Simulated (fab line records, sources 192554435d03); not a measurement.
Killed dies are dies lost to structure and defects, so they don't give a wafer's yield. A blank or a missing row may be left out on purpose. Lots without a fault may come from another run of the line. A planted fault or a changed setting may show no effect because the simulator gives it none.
fab line records | flow n5_finfet
record lots=22 wafers=66 last_day=19
route steps=1938 shown MOL_CONTACT_COAG@588 BEOL_M0_SAQP@634
lots that met no fault: from a run of the same line without faults
start_h: hours from the record's first day to the start of the lot's first wafer shown | wait_h: hours since the lot's step before | " the same as in the row above | L1.1+2: a row that stands for several wafers | - no value, or no start given | * or withheld: withheld | < > ~ a bound
route shown NAME@n: a module of which the file shows steps, and the number in the route of the first | usual: mean/standard deviation of fault-free wafers | same: alike in all rows | chamber/n: place in a boat | sites: the reading at each site | _std_site: their standard deviation | _edge_site: outer sites' mean less inner sites' | radius_mm: how far each site lies from the wafer's centre | mask NAME#n: copy n | behind: the tool/chamber that last shaped the wafer | hold: why the lot was held/for how many hours/how that ended | device: the transistor (n, p or np) that didn't switch | end of line: the same wafers' tests at the end of the route | a step without rows: its recipe alone | killed: dies lost to structure and defects at the first sort, not the wafer's yield | map: a wafer's dies, x killed, . not, _ none there
set.NAME: the setting as run; set.NAME@STEP: as run at that earlier step | model.NAME: the simulator's own value behind a step, which no gauge read
steps of the route over a sample of lots; a table a step, a row a wafer
services: from which hour (start_h, from the record's first day; less than 0 if before it) a tool's chamber was out of use, for how many hours, and why
## steps
# step N5_MOL_CONTACT_COAG_ETCH_47
# recipe chemistry=CH3F/O2 target=SiNx target_depth_a=270 mask_material=SiO2 stop_on=W over_etch_frac=0.2 ion_energy_ev=120 endpoint=OES-CN pressure_mtorr=30 source_w=395 bias_w=73 Ar_flow_sccm=150 CH3F_flow_sccm=30 O2_flow_sccm=20 ends=end_point
# usual O2_flow_sccm=20.00/0.061 chamber_pressure_mTorr=30.000/0.027 drypump_motor_current_A=5.7/0.4 etch_rf_on_time_s=31.5/0.66 oes_product_au=0.68/0.088 rf_vpp_V=297/6.2 showerhead_plenum_p_Torr=2.00/0.075 throttle_valve_pct=16.43/0.26
# columns lot.wafer tool chamber start_h wait_h O2_flow_sccm chamber_pressure_mTorr drypump_motor_current_A etch_rf_on_time_s oes_product_au rf_hours_counter_h rf_vpp_V showerhead_plenum_p_Torr throttle_valve_pct
L074.1 rie_diel-01 0 100.47 0.0 20.08 30.042 5.1 31.9 0.73 69 300 2.10 16.21
L074.2 " 3 " " 20.01 29.953 5.7 32.2 0.62 237 288 1.90 16.97
L074.3 " 1 " " 19.98 30.007 6.1 30.5 0.85 8 306 2.05 16.03
L075.1 rie_diel-01 1 106.56 0.0 19.98 30.022 6.1 29.9 0.85 11 306 2.05 16.04
L075.2 " 0 " " 19.95 29.981 5.1 31.1 0.73 72 301 2.10 16.23
L075.5 " 0 " " 20.01 30.029 5.1 31.6 0.72 - 302 2.10 16.22
L076.1 rie_diel-01 0 114.49 0.0 20.06 30.012 5.1 31.2 0.73 74 301 2.10 16.23
L076.2 " 2 " " 20.12 30.014 5.5 30.9 0.84 17 304 2.04 16.05
L076.5 " 1 " " 19.95 29.981 6.1 30.0 0.85 - 305 2.05 16.07
L077.1 rie_diel-03 0 117.74 0.0 20.00 29.977 6.2 31.5 0.64 174 302 2.08 16.54
L077.2 " 1 " " 19.99 30.044 6.1 31.6 0.62 253 295 1.97 16.21
L077.5 " 2 " " 20.04 29.978 5.2 31.4 0.62 - 295 1.99 16.71
L078.1 rie_diel-05 0 124.96 0.0 19.88 29.970 6.1 31.3 0.63 225 286 1.90 16.33
L078.3 " 1 " " 20.06 29.999 5.5 33.1 0.60 217 290 1.97 16.50
L078.6 " 0 " " 19.91 29.981 6.1 31.3 0.63 - 287 1.90 16.32
L079.2 rie_diel-01 0 128.49 0.0 19.90 30.021 5.1 31.2 0.72 80 301 2.10 16.23
L079.3 " 1 " " 19.96 29.987 6.1 30.1 0.83 18 306 2.05 16.06
L079.6 " 0 " " 19.89 29.969 5.2 31.2 0.73 - 300 2.10 16.24
L080.1 rie_diel-03 2 136.32 0.0 20.10 29.971 5.2 31.0 0.61 232 296 1.99 16.72
L080.2 " 0 " " 20.01 30.007 6.2 31.7 0.64 184 299 2.07 16.56
L080.6 " 0 " " 19.97 29.967 6.1 31.5 0.63 - 300 2.07 16.57
L081.2 rie_diel-03 2 145.02 0.0 20.02 29.983 5.2 31.2 0.62 234 295 1.99 16.71
L081.5 " 0 " " 20.04 29.994 6.1 31.5 0.63 - 301 2.07 16.57
L081.6 " 2 " " 19.93 30.025 5.2 30.9 0.62 - 296 1.99 16.73
L082.1 rie_diel-01 2 147.70 0.0 20.07 29.980 5.5 31.2 0.81 29 305 2.03 16.08
L082.2 " 0 " " 19.98 29.976 5.1 31.3 0.72 87 301 2.09 16.24
L082.5 " 2 " " 20.06 29.987 5.5 30.9 0.82 - 305 2.03 16.10
L083.1 rie_diel-03 1 152.84 0.0 20.04 30.031 6.1 31.2 0.60 270 296 1.97 16.25
L083.4 " 2 " " 20.05 29.946 5.2 30.9 0.61 - 295 1.99 16.71
L083.6 " 0 " " 20.05 29.959 6.2 31.9 0.63 - 301 2.07 16.56
L084.4 rie_diel-01 1 158.89 0.0 20.08 30.005 6.1 30.3 0.81 32 305 2.05 16.09
L084.5 " 0 " " 20.09 29.993 5.2 31.5 0.71 - 300 2.09 16.26
L084.6 " 3 " " 20.09 30.041 5.7 31.5 0.85 - 291 2.14 16.52
L085.2 rie_diel-03 0 163.27 0.0 20.06 30.016 6.2 31.9 0.62 199 302 2.07 16.59
L085.4 " 2 " " 20.03 30.045 5.2 31.1 0.61 - 296 1.98 16.74
L085.5 " 1 " " 20.03 30.012 6.1 31.5 0.60 - 294 1.96 16.28
L086.1 rie_diel-05 2 181.95 0.0 20.03 29.965 6.1 31.8 0.66 173 306 2.08 16.57
L086.2 " 1 " " 19.98 30.012 5.5 32.6 0.60 229 290 1.96 16.54
L086.6 " 0 " " 20.04 30.024 6.1 31.4 0.62 - 288 1.89 16.36
L089.1 rie_diel-05 0 190.53 0.0 20.03 29.973 6.1 31.4 0.62 240 287 1.89 16.36
L089.5 " 1 " " 20.00 30.007 5.5 32.8 0.60 - 291 1.96 16.53
L089.6 " 2 " " 19.99 29.962 6.1 32.0 0.66 - 305 2.08 16.58
L088.1 rie_diel-05 2 191.02 0.0 19.91 29.973 6.1 31.5 0.66 176 305 2.08 16.57
L088.3 " 3 " " 20.04 30.020 6.1 31.2 0.64 206 287 1.89 16.32
L088.5 " 3 " " 19.99 29.996 6.1 31.0 0.64 - 288 1.89 16.32
L090.1 rie_diel-03 2 195.33 0.0 19.88 30.010 5.2 31.2 0.60 259 296 1.98 16.76
L090.2 " 3 " " 20.01 29.999 5.1 32.3 0.63 189 298 1.90 16.63
L090.5 " 0 " " 19.96 30.035 6.2 32.1 0.62 - 301 2.07 16.62
L091.2 rie_diel-01 3 201.55 0.0 20.01 29.963 5.7 31.3 0.81 18 291 2.14 16.55
L091.3 " 2 " " 19.84 29.986 5.5 31.6 0.78 51 304 2.03 16.14
L091.4 " 0 " " 19.87 29.986 5.2 31.8 0.69 109 300 2.09 16.29
L092.1 rie_diel-05 2 209.35 0.0 19.92 30.012 6.1 32.3 0.66 182 303 2.07 16.59
L092.2 " 3 " " 20.10 29.995 6.1 31.5 0.64 212 286 1.89 16.34
L092.6 " 1 " " 19.94 30.002 5.5 32.9 0.59 - 291 1.96 16.55
L093.3 rie_diel-05 1 220.31 0.0 20.02 29.983 5.5 33.0 0.59 244 292 1.96 16.56
L093.5 " 2 " " 20.12 30.037 6.1 31.9 0.65 - 303 2.07 16.62
L093.6 " 3 " " 20.00 30.020 6.1 31.1 0.64 - 286 1.89 16.36
L094.1 rie_diel-03 0 221.33 0.0 19.93 30.021 6.1 32.5 0.60 222 300 2.06 16.63
L094.4 " 0 " " 20.03 29.965 6.1 32.3 0.60 - 300 2.06 16.62
L094.5 " 1 " " 19.97 29.994 6.1 31.6 0.86 - 294 1.96 15.71
L095.2 rie_diel-03 1 232.85 0.0 19.97 29.989 6.1 31.1 0.86 11 294 1.96 15.72
L095.3 " 2 " " 20.03 30.030 5.2 30.7 0.88 1 293 1.98 16.25
L095.6 " 3 " " 19.99 29.995 5.1 31.9 0.62 - 298 1.90 16.67
L096.2 rie_diel-05 2 233.49 0.0 19.90 29.979 6.1 31.5 0.65 194 303 2.07 16.61
L096.5 " 3 " " 20.16 29.957 6.1 31.2 0.63 - 286 1.88 16.36
L096.6 " 2 " " 19.99 29.973 6.1 31.3 0.64 - 302 2.07 16.63
# step N5_MOL_CONTACT_COAG_VIA_ETCH_117
# recipe chemistry=C4F6/O2 target_depth_a=400 overetch_a=80 mask_material=SOC target=SiO2 bias_w=455 pressure_mtorr=10 time_s=26 source_w=325 Ar_flow_sccm=300 C4F6_flow_sccm=10 O2_flow_sccm=10 ion_energy_ev=575.3 ends=end_point
# usual O2_flow_sccm=10.00/0.032 chamber_pressure_mTorr=9.999/0.0085 drypump_motor_current_A=5.7/0.42 oes_product_au=0.69/0.083 rf_vpp_V=1589/28 showerhead_plenum_p_Torr=2.86/0.096 throttle_valve_pct=41.2/0.39
# columns lot.wafer tool chamber start_h wait_h O2_flow_sccm chamber_pressure_mTorr drypump_motor_current_A oes_product_au rf_hours_counter_h rf_vpp_V showerhead_plenum_p_Torr throttle_valve_pct
L074.1 rie_diel-05 2 102.22 0.0 10.03 9.996 6.2 0.68 153 1622 2.95 41.4
L074.2 " 0 " " 9.98 10.002 6.1 0.63 218 1536 2.70 40.9
L074.3 " 3 " " 9.98 9.991 6.1 0.66 184 1533 2.69 40.4
L075.1 rie_diel-05 3 107.83 0.0 10.02 9.985 6.1 0.66 186 1533 2.69 40.4
L075.2 " 2 " " 10.02 10.009 6.1 0.68 155 1623 2.95 41.4
L075.5 " 0 " " 9.95 9.997 6.1 0.63 - 1536 2.70 40.9
L076.1 rie_diel-03 2 115.76 0.0 9.97 9.990 5.2 0.63 221 1579 2.83 41.7
L076.2 " 1 " " 9.95 9.984 6.1 0.62 252 1572 2.80 40.9
L076.5 " 0 " " 9.99 9.992 6.2 0.65 - 1604 2.94 41.2
L077.1 rie_diel-01 3 118.88 0.0 10.01 10.009 5.6 0.64 243 1540 2.70 41.9
L077.2 " 2 " " 10.03 10.010 5.5 0.83 18 1622 2.89 41.0
L077.5 " 3 " " 10.02 9.979 5.7 0.63 - 1539 2.70 41.9
L078.1 rie_diel-03 1 126.68 0.0 10.02 9.996 6.1 0.62 257 1574 2.80 40.9
L078.3 " 0 " " 9.99 9.989 6.2 0.65 178 1606 2.94 41.2
L078.6 " 2 " " 9.94 9.992 5.2 0.62 - 1581 2.83 41.7
L079.2 rie_diel-01 1 129.98 0.0 10.04 10.001 6.1 0.82 19 1629 2.91 40.8
L079.3 " 3 " " 10.01 9.999 5.7 0.63 248 1539 2.70 41.9
L079.6 " 2 " " 10.00 10.000 5.5 0.82 - 1623 2.88 41.0
L080.1 rie_diel-01 2 137.68 0.0 10.01 10.010 5.5 0.81 24 1624 2.88 40.9
L080.2 " 1 " " 9.97 9.996 6.1 0.80 20 1629 2.91 40.8
L080.6 " 1 " " 10.01 10.015 6.1 0.80 - 1630 2.91 40.8
L081.2 rie_diel-01 2 146.68 0.0 10.04 10.014 5.5 0.81 28 1623 2.88 41.0
L081.5 " 2 " " 10.03 9.984 5.5 0.82 - 1623 2.88 41.0
L081.6 " 1 " " 9.99 10.011 6.1 0.79 - 1629 2.91 40.8
L082.1 rie_diel-03 2 149.32 0.0 10.03 9.998 5.2 0.62 237 1578 2.83 41.7
L082.2 " 0 " " 9.98 9.989 6.2 0.64 189 1604 2.94 41.2
L082.5 " 2 " " 10.02 9.991 5.2 0.62 - 1581 2.83 41.7
L083.1 rie_diel-01 3 155.39 0.0 10.01 10.011 5.7 0.88 1 1567 3.04 41.6
L083.4 " 2 " " 9.97 9.987 5.5 0.80 34 1623 2.88 40.9
L083.6 " 3 " " 10.01 9.999 5.7 0.88 - 1566 3.03 41.6
L084.4 rie_diel-03 0 160.88 0.0 10.03 10.001 6.2 0.64 - 1605 2.93 41.3
L084.5 " 1 " " 10.00 10.007 6.1 0.62 - 1573 2.79 40.9
L084.6 " 2 " " 10.00 9.994 5.2 0.61 - 1579 2.82 41.7
L085.2 rie_diel-03 1 164.59 0.0 9.94 9.993 6.1 0.61 278 1575 2.79 40.9
L085.4 " 0 " " 9.98 10.000 6.2 0.63 - 1603 2.93 41.3
L085.5 " 2 " " 10.06 10.020 5.2 0.61 - 1579 2.82 41.7
L086.1 rie_diel-03 1 183.46 0.0 9.96 10.002 6.1 0.61 284 1572 2.79 40.9
L086.2 " 0 " " 9.93 9.996 6.2 0.63 205 1603 2.93 41.3
L086.6 " 1 " " 9.99 10.008 6.1 0.61 - 1574 2.79 40.9
L089.1 rie_diel-03 0 191.80 0.0 10.02 9.997 6.2 0.63 209 1602 2.93 41.3
L089.5 " 0 " " 9.97 9.998 6.2 0.63 - 1604 2.93 41.2
L089.6 " 2 " " 10.02 9.991 5.2 0.60 - 1580 2.82 41.7
L088.1 rie_diel-03 1 192.29 0.0 10.00 10.001 6.1 0.60 288 1573 2.79 40.9
L088.3 " 2 " " 10.01 10.006 5.2 0.61 257 1578 2.82 41.7
L088.5 " 2 " " 10.05 9.995 5.2 0.61 - 1578 2.82 41.8
L090.1 rie_diel-03 3 196.60 0.0 10.00 10.006 5.2 0.65 190 1587 2.70 41.3
L090.2 " 0 " " 9.99 9.996 6.2 0.62 212 1604 2.92 41.3
L090.5 " 3 " " 10.01 10.000 5.2 0.65 - 1587 2.70 41.3
L091.2 rie_diel-01 0 203.39 0.0 10.03 9.992 5.1 0.70 109 1608 2.96 41.2
L091.3 " 2 " " 10.00 9.989 5.5 0.77 52 1621 2.87 41.0
L091.4 " 1 " " 10.05 9.994 6.1 0.77 47 1629 2.90 40.8
L092.1 rie_diel-03 1 210.66 0.0 9.99 9.987 6.1 0.90 1 1572 2.79 40.2
L092.2 " 0 " " 9.98 10.006 6.2 0.63 216 1601 2.92 41.3
L092.6 " 3 " " 10.04 10.002 5.1 0.65 - 1588 2.70 41.3
L093.3 rie_diel-03 3 221.56 0.0 9.93 10.000 5.1 0.64 204 1589 2.70 41.3
L093.5 " 1 " " 9.97 9.987 6.1 0.87 - 1572 2.78 40.1
L093.6 " 0 " " 10.05 9.994 6.2 0.62 - 1601 2.92 41.3
L094.1 rie_diel-01 3 222.67 0.0 10.00 10.016 5.6 0.81 25 1565 3.02 41.6
L094.4 " 0 " " 10.01 9.997 5.2 0.69 115 1607 2.96 41.1
L094.5 " 2 " " 10.00 10.000 5.6 0.78 - 1623 2.87 41.0
L095.2 rie_diel-01 0 234.44 0.0 9.94 10.003 5.1 0.70 120 1606 2.95 41.1
L095.3 " 3 " " 9.95 9.993 5.7 0.79 30 1566 3.02 41.7
L095.6 " 2 " " 10.00 10.000 5.5 0.77 - 1624 2.87 41.0
L096.2 rie_diel-01 0 234.97 0.0 10.05 9.995 5.1 0.69 120 1607 2.95 41.1
L096.5 " 2 " " 9.99 10.005 5.6 0.76 - 1623 2.87 41.0
L096.6 " 3 " " 10.02 9.994 5.7 0.79 - 1565 3.02 41.7
# step N5_BEOL_M0_SAQP_HM_DEP_02
# recipe material=TiN target_thk_a=120 temp_c=25 chamber_pressure_pa=0.49996
# usual throttle_valve_pct=30.1/1.4
# columns lot.wafer tool chamber start_h wait_h throttle_valve_pct
L074.1 pvd_sputter-03 - 108.88 2.1 27.5
L074.2 " - " " 28.9
L074.3 " - " " 29.6
L075.1 pvd_sputter-03 - 116.36 4.0 29.3
L075.2 " - " " 29.0
L075.5 " - " " 29.4
L076.1 pvd_sputter-01 - 120.81 0.5 31.4
L076.2 " - " " 30.8
L076.5 " - " " 31.2
L077.1 pvd_sputter-02 - 123.95 0.6 30.1
L077.2 " - " " 31.9
L077.5 " - " " 30.4
L078.1 pvd_sputter-03 - 131.53 0.3 30.5
L078.3 " - " " 27.5
L078.6 " - " " 29.4
L079.2 pvd_sputter-03 - 137.00 2.5 29.1
L079.3 " - " " 30.2
L079.6 " - " " 28.7
L080.1 pvd_sputter-01 - 143.12 0.9 31.4
L080.2 " - " " 31.3
L080.6 " - " " 31.1
L081.2 pvd_sputter-01 - 151.27 0.0 31.2
L081.5 " - " " 32.2
L081.6 " - " " 31.1
L082.1 pvd_sputter-03 - 154.41 0.2 30.3
L082.2 " - " " 28.7
L082.5 " - " " 29.3
L083.1 pvd_sputter-02 - 161.33 1.4 30.7
L083.4 " - " " 30.0
L083.6 " - " " 30.6
L084.4 pvd_sputter-03 - 165.43 0.0 30.1
L084.5 " - " " 27.1
L084.6 " - " " 29.1
L085.2 pvd_sputter-01 - 169.18 0.1 31.2
L085.4 " - " " 31.1
L085.5 " - " " 32.7
L086.1 pvd_sputter-01 - 190.47 2.5 32.5
L086.2 " - " " 31.1
L086.6 " - " " 31.1
L089.1 pvd_sputter-02 - 197.03 0.7 30.1
L089.5 " - " " 31.9
L089.6 " - " " 30.0
L088.1 pvd_sputter-03 - 200.91 1.6 28.8
L088.3 " - " " 27.4
L088.5 " - " " 30.3
L090.1 pvd_sputter-03 - 204.27 1.9 28.7
L090.2 " - " " 30.3
L090.5 " - " " 27.4
L091.2 pvd_sputter-01 - 209.45 1.5 32.5
L091.3 " - " " 31.0
L091.4 " - " " 30.8
L092.1 pvd_sputter-02 - 216.15 0.8 29.9
L092.2 " - " " 32.1
L092.6 " - " " 30.0
L093.3 pvd_sputter-03 - 226.56 0.5 27.4
L093.5 " - " " 29.3
L093.6 " - " " 27.7
L094.1 pvd_sputter-03 - 231.08 2.0 28.9
L094.4 " - " " 27.5
L094.5 " - " " 29.0
L095.2 pvd_sputter-02 - 239.93 0.6 30.7
L095.3 " - " " 30.1
L095.6 " - " " 29.9
L096.2 pvd_sputter-03 - 242.70 0.4 27.4
L096.5 " - " " 27.6
L096.6 " - " " 30.5
# step N5_BEOL_M0_SAQP_PECVD_96
# recipe material=a-Si target_thk_a=450 temp_c=350 precursor=SiH4/He pressure_torr=3 rf_w=100 time_s=45.2
# usual chamber_pressure_Torr=3.000/0.0063 heater_power_w=642/76 showerhead_plenum_p_Torr=5.67/0.059 throttle_valve_pct=18.4/1.2
# columns lot.wafer tool chamber start_h wait_h chamber_pressure_Torr heater_power_w showerhead_plenum_p_Torr throttle_valve_pct
L074.1 pecvd-02 2 109.04 0.0 3.014 641 5.71 17.9
L074.2 " 1 " " 3.005 683 5.69 19.1
L074.3 " 0 " " 2.979 670 5.60 17.4
L075.1 pecvd-02 1 116.51 0.0 2.993 666 5.69 19.2
L075.2 " 2 " " 2.999 612 5.71 17.8
L075.5 " 2 " " 3.013 619 5.71 17.8
L076.1 pecvd-04 1 120.96 0.0 2.995 513 5.61 18.9
L076.2 " 0 " " 3.006 638 5.60 20.3
L076.5 " 2 " " 2.986 638 5.70 17.9
L077.1 pecvd-03 1 124.10 0.0 2.995 702 5.77 19.5
L077.2 " 2 " " 2.989 448 5.68 16.0
L077.5 " 1 " " 2.999 701 5.76 19.3
L078.1 pecvd-02 2 131.68 0.0 2.994 633 5.70 17.7
L078.3 " 0 " " 2.995 644 5.61 17.3
L078.6 " 2 " " 2.999 623 5.70 17.6
L079.2 pecvd-02 1 137.16 0.0 3.002 738 5.71 19.0
L079.3 " 1 " " 3.004 734 5.67 19.2
L079.6 " 1 " " 2.991 745 5.70 19.0
L080.1 pecvd-04 0 143.27 0.0 2.998 662 5.61 20.2
L080.2 " 2 " " 2.999 662 5.72 17.7
L080.6 " 1 " " 2.998 543 5.62 19.2
L081.2 pecvd-02 1 151.42 0.0 2.993 763 5.70 19.1
L081.5 " 0 " " 3.009 610 5.60 17.6
L081.6 " 2 " " 2.991 602 5.71 17.7
L082.1 pecvd-04 0 154.56 0.0 2.995 718 5.59 20.3
L082.2 " 1 " " 2.996 571 5.63 19.1
L082.5 " 2 " " 3.004 577 5.70 17.9
L083.1 pecvd-04 0 161.48 0.0 2.997 780 5.63 20.7
L083.4 " 1 " " 2.998 526 5.63 19.4
L083.6 " 0 " " 3.001 785 5.62 20.4
L084.4 pecvd-02 1 165.60 0.0 2.999 765 5.68 19.1
L084.5 " 0 " " 3.008 714 5.58 17.5
L084.6 " 2 " " 2.996 594 5.69 18.0
L085.2 pecvd-03 0 169.33 0.0 3.008 643 5.78 19.4
L085.4 " 1 " " 2.993 672 5.77 19.3
L085.5 " 0 " " 2.997 641 5.80 19.7
L086.1 pecvd-02 2 190.62 0.0 3.000 545 5.71 17.7
L086.2 " 1 " " 3.006 715 5.68 19.1
L086.6 " 1 " " 2.998 702 5.71 19.3
L089.1 pecvd-02 0 197.19 0.0 3.008 665 5.61 17.4
L089.5 " 0 " " 3.003 675 5.61 17.8
L089.6 " 1 " " 3.008 682 5.69 18.8
L088.1 pecvd-02 1 201.06 0.0 2.991 742 5.68 19.0
L088.3 " 0 " " 2.999 686 5.61 17.6
L088.5 " 1 " " 2.992 737 5.68 19.0
L090.1 pecvd-04 2 204.42 0.0 2.995 664 5.69 17.9
L090.2 " 0 " " 2.999 662 5.62 20.5
L090.5 " 0 " " 3.009 656 5.61 20.6
L091.2 pecvd-04 1 209.60 0.0 2.997 557 5.63 19.2
L091.3 " 0 " " 2.996 778 5.60 20.3
L091.4 " 2 " " 3.004 568 5.70 18.0
L092.1 pecvd-02 0 216.31 0.0 3.001 680 5.62 17.5
L092.2 " 1 " " 3.000 710 5.68 18.9
L092.6 " 1 " " 2.996 742 5.70 19.4
L093.3 pecvd-02 0 226.75 0.0 3.001 679 5.60 17.5
L093.5 " 0 " " 2.994 695 5.60 17.5
L093.6 " 1 " " 2.995 773 5.68 19.0
L094.1 pecvd-03 2 231.23 0.0 3.009 501 5.67 16.1
L094.4 " 2 " " 3.000 508 5.67 16.0
L094.5 " 0 " " 2.994 641 5.79 19.8
L095.2 pecvd-02 2 240.08 0.0 2.988 637 5.69 16.1
L095.3 " 0 " " 3.003 625 5.59 17.5
L095.6 " 0 " " 3.009 622 5.61 17.6
L096.2 pecvd-03 2 242.85 0.0 2.987 496 5.69 16.1
L096.5 " 2 " " 3.001 506 5.65 16.1
L096.6 " 1 " " 2.999 669 5.76 19.1
# step N5_BEOL_M0_SAQP_PECVD_04
# recipe material=a-Si target_thk_a=600 temp_c=350 precursor=SiH4/He pressure_torr=3 rf_w=100 time_s=60.2
# usual chamber_pressure_Torr=2.999/0.0067 heater_power_w=644/81 showerhead_plenum_p_Torr=5.67/0.06 throttle_valve_pct=18.4/1.2
# columns lot.wafer tool chamber start_h wait_h chamber_pressure_Torr heater_power_w showerhead_plenum_p_Torr throttle_valve_pct
L074.1 pecvd-02 2 109.13 0.0 2.989 611 5.70 17.6
L074.2 " 1 " " 3.005 711 5.68 18.9
L074.3 " 0 " " 2.994 673 5.60 17.5
L075.1 pecvd-02 1 116.60 0.0 3.004 657 5.70 19.0
L075.2 " 2 " " 3.001 585 5.71 17.6
L075.5 " 2 " " 3.000 599 5.70 17.7
L076.1 pecvd-04 1 121.04 0.0 3.002 492 5.62 19.2
L076.2 " 0 " " 3.003 753 5.62 20.7
L076.5 " 2 " " 2.995 661 5.71 17.8
L077.1 pecvd-03 1 124.19 0.0 3.007 676 5.77 19.5
L077.2 " 2 " " 3.000 487 5.67 15.5
L077.5 " 1 " " 3.001 669 5.78 19.0
L078.1 pecvd-02 0 131.79 0.0 2.997 661 5.60 17.6
L078.3 " 1 " " 3.014 674 5.69 19.3
L078.6 " 1 " " 2.990 680 5.69 19.3
L079.2 pecvd-02 1 137.29 0.0 3.007 749 5.70 19.0
L079.3 " 1 " " 3.006 744 5.69 19.4
L079.6 " 1 " " 3.001 736 5.70 19.3
L080.1 pecvd-04 0 143.36 0.0 3.001 666 5.61 20.3
L080.2 " 2 " " 3.003 578 5.70 17.6
L080.6 " 1 " " 3.009 582 5.62 19.0
L081.2 pecvd-02 1 151.50 0.0 3.001 769 5.70 19.1
L081.5 " 0 " " 3.010 624 5.61 17.3
L081.6 " 2 " " 3.001 594 5.70 17.7
L082.1 pecvd-04 0 154.65 0.0 2.997 713 5.62 20.3
L082.2 " 1 " " 2.992 583 5.61 19.3
L082.5 " 2 " " 2.986 565 5.72 17.6
L083.1 pecvd-04 0 161.57 0.0 3.008 747 5.63 20.4
L083.4 " 1 " " 2.996 543 5.62 19.5
L083.6 " 0 " " 3.002 746 5.63 20.6
L084.4 pecvd-02 1 165.69 0.0 2.995 731 5.68 19.0
L084.5 " 0 " " 3.017 665 5.59 17.4
L084.6 " 2 " " 2.998 607 5.70 17.8
L085.2 pecvd-03 0 169.41 0.0 3.012 707 5.82 19.9
L085.4 " 1 " " 2.990 599 5.78 19.2
L085.5 " 0 " " 3.010 702 5.78 19.7
L086.1 pecvd-02 2 190.71 0.0 2.997 572 5.69 17.6
L086.2 " 1 " " 3.017 735 5.68 18.9
L086.6 " 1 " " 3.006 736 5.70 19.0
L089.1 pecvd-02 0 197.27 0.0 3.003 683 5.61 17.5
L089.5 " 0 " " 3.009 698 5.60 17.6
L089.6 " 1 " " 2.996 677 5.69 19.0
L088.1 pecvd-02 1 201.14 0.0 3.008 671 5.67 19.2
L088.3 " 0 " " 3.001 645 5.60 17.6
L088.5 " 1 " " 3.001 651 5.69 19.3
L090.1 pecvd-04 2 204.50 0.0 2.994 623 5.71 17.7
L090.2 " 0 " " 2.996 764 5.63 20.5
L090.5 " 0 " " 2.996 770 5.61 20.3
L091.2 pecvd-04 1 209.68 0.0 2.995 518 5.61 19.1
L091.3 " 0 " " 2.991 731 5.61 20.6
L091.4 " 2 " " 2.997 640 5.70 17.7
L092.1 pecvd-02 0 216.44 0.0 2.989 726 5.61 17.9
L092.2 " 1 " " 3.000 747 5.70 19.6
L092.6 " 1 " " 2.998 745 5.70 19.3
L093.3 pecvd-02 0 226.88 0.1 3.002 684 5.59 17.4
L093.5 " 0 " " 2.997 698 5.61 17.7
L093.6 " 1 " " 2.993 712 5.68 19.4
L094.1 pecvd-03 2 231.32 0.0 3.000 475 5.69 16.0
L094.4 " 2 " " 2.996 488 5.65 16.0
L094.5 " 0 " " 2.997 687 5.81 20.0
L095.2 pecvd-02 2 240.16 0.0 2.990 564 5.68 16.0
L095.3 " 0 " " 3.010 710 5.59 17.5
L095.6 " 0 " " 3.002 714 5.60 17.6
L096.2 pecvd-03 2 242.94 0.0 2.996 436 5.66 16.0
L096.5 " 2 " " 3.012 446 5.67 15.8
L096.6 " 1 " " 2.995 616 5.77 19.3
# step N5_BEOL_M0_SAQP_THK_MEAS_05
# usual thk_nm=59.9/0.71
# columns lot.wafer tool chamber start_h wait_h thk_nm
L074.1 film_metro-01 - 109.22 0.1 58.8
L074.2 " - " " 59.2
L074.3 " - " " 58.7
L075.1 film_metro-02 - 116.69 0.1 59.1
L075.2 " - " " 58.3
L075.5 " - " " 59.3
L076.1 film_metro-01 - 121.14 0.1 59.6
L076.2 " - " " 59.2
L076.5 " - " " 60.6
L077.1 film_metro-01 - 124.28 0.1 58.4
L077.2 " - " " 58.6
L077.5 " - " " 59.4
L078.1 film_metro-01 - 131.91 0.1 59.2
L078.3 " - " " 61.4
L078.6 " - " " 60.7
L079.2 film_metro-02 - 137.42 0.1 59.4
L079.3 " - " " 60.9
L079.6 " - " " 59.7
L080.1 film_metro-02 - 143.46 0.1 59.1
L080.2 " - " " 58.7
L080.6 " - " " 59.6
L081.2 film_metro-02 - 151.60 0.1 59.5
L081.5 " - " " 60.4
L081.6 " - " " 60.8
L082.1 film_metro-02 - 154.74 0.1 59.4
L082.2 " - " " 59.5
L082.5 " - " " 60.7
L083.1 film_metro-02 - 161.66 0.1 58.8
L083.4 " - " " 60.3
L083.6 " - " " 59.9
L084.4 film_metro-01 - 165.78 0.0 60.4
L084.5 " - " " 59.9
L084.6 " - " " 59.6
L085.2 film_metro-02 - 169.51 0.1 60.4
L085.4 " - " " 60.2
L085.5 " - " " 60.5
L086.1 film_metro-02 - 190.80 0.1 59.3
L086.2 " - " " 60.6
L086.6 " - " " 61.2
L089.1 film_metro-01 - 197.37 0.1 59.3
L089.5 " - " " 59.9
L089.6 " - " " 60.0
L088.1 film_metro-01 - 201.24 0.1 59.4
L088.3 " - " " 58.7
L088.5 " - " " 59.7
L090.1 film_metro-01 - 204.60 0.1 60.1
L090.2 " - " " 60.2
L090.5 " - " " 61.0
L091.2 film_metro-01 - 209.78 0.1 59.2
L091.3 " - " " 59.3
L091.4 " - " " 60.5
L092.1 film_metro-02 - 216.57 0.1 60.0
L092.2 " - " " 60.3
L092.6 " - " " 60.5
L093.3 film_metro-02 - 226.98 0.1 60.5
L093.5 " - " " 60.5
L093.6 " - " " 60.8
L094.1 film_metro-02 - 231.42 0.1 59.0
L094.4 " - " " 59.6
L094.5 " - " " 61.1
L095.2 film_metro-01 - 240.26 0.1 60.0
L095.3 " - " " 59.1
L095.6 " - " " 60.1
L096.2 film_metro-01 - 243.03 0.1 59.3
L096.5 " - " " 59.8
L096.6 " - " " 60.5
## services
# columns tool chamber start_h hours kind
rie_diel-01 2 79.65 27.8 repair
pecvd-02 1 89.46 16.5 scheduled_down
pecvd-04 - 131.73 0.5 repair
pvd_sputter-03 - 133.80 2.7 repair
rie_diel-01 3 137.47 - clean
pecvd-04 0 165.96 12.2 repair
rie_diel-05 0 175.21 1.2 repair
pecvd-03 - 189.70 2.8 pm
rie_diel-03 1 192.64 - clean
rie_diel-03 1 192.64 - consumable_replace:focus_ring
rie_diel-03 1 192.64 15.9 scheduled_down
rie_diel-03 1 192.64 15.9 vent_cycle
pecvd-02 2 202.38 - clean
pecvd-02 2 202.38 - consumable_replace:showerhead
pecvd-02 2 202.38 29.0 scheduled_down
pecvd-02 2 202.38 29.0 vent_cycle
rie_diel-03 2 208.58 - clean
rie_diel-03 2 208.58 - consumable_replace:focus_ring
rie_diel-03 2 208.58 19.2 scheduled_down
rie_diel-03 2 208.58 19.2 vent_cycle
rie_diel-01 - 216.73 1.2 repair
pecvd-02 - 231.82 5.6 repair
pecvd-04 0 231.97 6.2 repair
rie_diel-05 1 237.91 6.5 repair
## key
fault none
